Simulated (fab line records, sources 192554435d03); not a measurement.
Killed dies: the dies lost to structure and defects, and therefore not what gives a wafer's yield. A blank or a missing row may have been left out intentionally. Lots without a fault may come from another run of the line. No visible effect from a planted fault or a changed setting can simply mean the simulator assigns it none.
Matching of chambers || flow n5-finfet || N5_BEOL_M8_CURE_74 on uv-cure-02 has 3 sister chambers
The step cures SiCOH lowk, time 240 s. 22 wafers are shown with their chamber, then 11 later ones without.

== WAFERS WITH THEIR CHAMBER ==
{"wafer": "L074.3", "chamber": 1, "wafer_temp_C_max": 386.6, "lamp-power-pct (%)": 52.34}
{"wafer": "L074.4", "chamber": 1, "wafer_temp_C_max": 387.0, "lamp-power-pct (%)": 52.34}
{"wafer": "L074.6", "chamber": 1, "wafer_temp_C_max": 386.6, "lamp-power-pct (%)": 52.34}
{"wafer": "L081.3", "chamber": 0, "wafer_temp_C_max": 388.8, "lamp-power-pct (%)": 52.32}
{"wafer": "L081.5", "chamber": 0, "wafer_temp_C_max": 388.9, "lamp-power-pct (%)": 52.25}
{"wafer": "L081.6", "chamber": 0, "wafer_temp_C_max": 388.0, "lamp-power-pct (%)": 52.23}
{"wafer": "L084.1", "chamber": 2, "wafer_temp_C_max": 386.3, "lamp-power-pct (%)": 52.32}
{"wafer": "L084.4", "chamber": 2, "wafer_temp_C_max": 386.1, "lamp-power-pct (%)": 52.44}
{"wafer": "L084.6", "chamber": 2, "wafer_temp_C_max": 385.9, "lamp-power-pct (%)": 52.36}
{"wafer": "L085.1", "chamber": 1, "wafer_temp_C_max": 386.7, "lamp-power-pct (%)": 52.38}
{"wafer": "L085.2", "chamber": 1, "wafer_temp_C_max": 386.7, "lamp-power-pct (%)": 52.45}
{"wafer": "L085.3", "chamber": 1, "wafer_temp_C_max": 386.9, "lamp-power-pct (%)": 52.28}
{"wafer": "L087.1", "chamber": 1, "wafer_temp_C_max": 386.3, "lamp-power-pct (%)": 52.35}
{"wafer": "L087.3", "chamber": 1, "wafer_temp_C_max": 386.6, "lamp-power-pct (%)": 52.40}
{"wafer": "L087.5", "chamber": 1, "wafer_temp_C_max": 386.5, "lamp-power-pct (%)": 52.44}
{"wafer": "L090.1", "chamber": 1, "wafer_temp_C_max": 386.6, "lamp-power-pct (%)": 52.34}
{"wafer": "L090.3", "chamber": 1, "wafer_temp_C_max": 387.2, "lamp-power-pct (%)": 52.40}
{"wafer": "L090.6", "chamber": 1, "wafer_temp_C_max": 386.5, "lamp-power-pct (%)": 52.31}
{"wafer": "L089.1", "chamber": 1, "wafer_temp_C_max": 386.8, "lamp-power-pct (%)": 52.37}
{"wafer": "L089.5", "chamber": 1, "wafer_temp_C_max": 387.1, "lamp-power-pct (%)": 52.28}
{"wafer": "L089.6", "chamber": 1, "wafer_temp_C_max": 386.7, "lamp-power-pct (%)": 52.24}
{"wafer": "L088.1", "chamber": 2, "wafer_temp_C_max": 386.3, "lamp-power-pct (%)": 52.32}

SIGNATURES (averages over the wafers above)
{"reading": "wafer_temp_C_max", "chamber 0": 388.567, "chamber 1": 386.720, "chamber 2": 386.150, "scatter within a chamber": 0.273}
{"reading": "lamp-power-pct", "chamber 0": 52.2667, "chamber 1": 52.3507, "chamber 2": 52.3600, "scatter within a chamber": 0.0573}
Rule: distance of a wafer from a chamber = root of the sum over the readings of ((wafer's reading minus chamber's mean) / reading's scatter) squared. The wafer belongs to the nearest chamber; if the next one is less than 2 further off, it can't be placed. The scatter: the root of (the sum of the squares of (reading less its chamber's mean) over the shown wafers, divided by (wafers less chambers)).

== WAFERS WHOSE CHAMBER IS MISSING ==
{"wafer": "L088.4", "wafer_temp_C_max": 386.5, "lamp-power-pct (%)": 52.32}
{"wafer": "L088.5", "wafer_temp_C_max": 386.8, "lamp-power-pct (%)": 52.24}
{"wafer": "L092.1", "wafer_temp_C_max": 386.6, "lamp-power-pct (%)": 52.30}
{"wafer": "L092.2", "wafer_temp_C_max": 386.1, "lamp-power-pct (%)": 52.34}
{"wafer": "L092.3", "wafer_temp_C_max": 386.3, "lamp-power-pct (%)": 52.30}
{"wafer": "L091.1", "wafer_temp_C_max": 386.2, "lamp-power-pct (%)": 52.25}
{"wafer": "L091.2", "wafer_temp_C_max": 386.1, "lamp-power-pct (%)": 52.30}
{"wafer": "L091.4", "wafer_temp_C_max": 386.3, "lamp-power-pct (%)": 52.35}
{"wafer": "L096.3", "wafer_temp_C_max": 387.6, "lamp-power-pct (%)": 52.26}
{"wafer": "L096.5", "wafer_temp_C_max": 387.7, "lamp-power-pct (%)": 52.31}
{"wafer": "L096.6", "wafer_temp_C_max": 387.7, "lamp-power-pct (%)": 52.34}

== THE CHAMBER EACH PASSED THROUGH ==
{"wafer": "L088.4", "from the rows above": "can't be placed: 1 or 2", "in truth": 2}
{"wafer": "L088.5", "from the rows above": "can't be placed: 1 or 2", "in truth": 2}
{"wafer": "L092.1", "from the rows above": "can't be placed: 1 or 2", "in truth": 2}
{"wafer": "L092.2", "from the rows above": "can't be placed: 2 or 1", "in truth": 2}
{"wafer": "L092.3", "from the rows above": "can't be placed: 2 or 1", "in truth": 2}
{"wafer": "L091.1", "from the rows above": "can't be placed: 2 or 1", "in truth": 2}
{"wafer": "L091.2", "from the rows above": "can't be placed: 2 or 1", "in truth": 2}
{"wafer": "L091.4", "from the rows above": "can't be placed: 2 or 1", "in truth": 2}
{"wafer": "L096.3", "from the rows above": "can't be placed: 0 or 1", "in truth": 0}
{"wafer": "L096.5", "from the rows above": "can't be placed: 0 or 1", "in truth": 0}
{"wafer": "L096.6", "from the rows above": "can't be placed: 0 or 1", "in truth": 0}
Correctly placed: 0 of 11. Unplaceable from these rows: 11, with the true chamber sitting among the candidates in 11. 0 placed wrongly.
